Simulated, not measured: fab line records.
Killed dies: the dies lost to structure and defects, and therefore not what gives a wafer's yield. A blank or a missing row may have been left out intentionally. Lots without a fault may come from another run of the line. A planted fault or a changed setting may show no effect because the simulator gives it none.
Problem report in the 8D (eight disciplines) form, filled by code ; flow nand harc ; the parts of the form that need people (team, actions taken, sign-off) are left out

## 1. THE ISSUE
tube center temp C at NHARC_A_CHANNEL_FILL_D2_ANNEAL_22 reads a mean of 607 C on 6 wafers of 2 lots; wafers without a fault read 620 C with a standard deviation of 0.055. So: -99 or more standard deviations from the usual mean.
The step: time 7200 s.
First observed at day 20 22:34: wafer L245.1, on furnace-06. The record has a number at this step for 33 wafers belonging to 11 lots. The rule behind "out" and "out of limits": a value lying over 4 standard deviations away from the usual mean. Any other wafer with a number is counted as sound.

## 2. WHAT THIS IS AND IS NOT
question;is;is not
which readings at this step;tube center temp C, spike tc bottom C, spike tc centre C, spike tc lower C, spike tc top C, spike tc upper C, tube_center_temp_C_max;-
which lots;L245, L246;L231, L234, L235, L237, L249, L251, L252, L253, L254
which wafers of those lots;all that have a number;-
read on which tools;furnace-06;furnace-01, furnace-08
when;from day 20 22:34;"up to then (12 sound wafers); but 15 sound wafers of L249, L251, L252, L253, L254 came after"

## 3. WHAT RULES OUT EACH SUSPECT
Counting: a tool stays on the suspect list if, at a process step up to the reading, it processed all lots that are out and no sound lot following the first of them.
- rie diel-05 at NHARC_A_CHANNEL_FILL_D2_ETCHBACK_20 (etches the open film in C4F8/O2/Ar, target depth 27 nm, time 13.5 s): ruled out as a lasting fault. The sound lots L252 went through it after L246, its earliest lot that is out (day 20 15:13).
- furnace-06 at NHARC_A_CHANNEL_FILL_D2_ANNEAL_22 (time 7200 s): kept. It processed each lot that is out, first L245 at day 20 22:34, and no sound lot thereafter; up to then, the last sound lot it processed was L231 at day 14 21:58. Its own spike tc bottom C, spike tc centre C, spike tc lower C, spike tc top C, spike tc upper C, tube center temp C, tube_center_temp_C_max readings are out on those wafers.
Remaining after the count: furnace-06 at NHARC_A_CHANNEL_FILL_D2_ANNEAL_22.

## 4. THE CAUSE (what the simulator had put in)
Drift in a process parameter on furnace-06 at NHARC_A_CHANNEL_FILL_D2_ANNEAL_22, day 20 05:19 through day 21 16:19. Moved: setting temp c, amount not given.
The count eliminated every tool but this one.

## 5. THE EFFECT CHAIN, in route order
Rows list readings where the struck wafers' mean (over those with a number) sits beyond 3 standard deviations from the usual. Scope: only readings with a usual standard deviation given in the record; hours: median across lots of the time from each lot's start at the first step in this table that gives one to its start at this step; sigmas: change in usual standard deviations.
hours;step;reading;usual;on struck wafers;change;sigmas
0;NHARC_A_CHANNEL_FILL_D2_ANNEAL_22;spike tc bottom C;641.1 C;629.1;-12.0;-11
0;NHARC_A_CHANNEL_FILL_D2_ANNEAL_22;spike tc centre C;621.2 C;609.2;-12.0;-11
0;NHARC_A_CHANNEL_FILL_D2_ANNEAL_22;spike tc lower C;619.8 C;608.0;-11.8;-9.1
0;NHARC_A_CHANNEL_FILL_D2_ANNEAL_22;spike tc top C;638.8 C;627.6;-11.2;-5.6
0;NHARC_A_CHANNEL_FILL_D2_ANNEAL_22;spike tc upper C;619.5 C;605.6;-13.9;-12
0;NHARC_A_CHANNEL_FILL_D2_ANNEAL_22;tube center temp C;620 C;607;-13;-99 or more
0;NHARC_A_CHANNEL_FILL_D2_ANNEAL_22;tube_center_temp_C_max;621.59;608.83;-12.76;-53
Its process steps:
- NHARC_A_CHANNEL_FILL_D2_ANNEAL_22: time 7200 s.
Later steps that measure or inspect, where all struck wafers having a row at the step show a number for every such reading and not one has moved that far: NHARC_END_SORT_01.

## 6. WHAT WOULD HAVE CAUGHT IT SOONER
In this record the first reading out of limits was taken at day 20 22:34, 17 hours after the fault began at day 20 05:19.
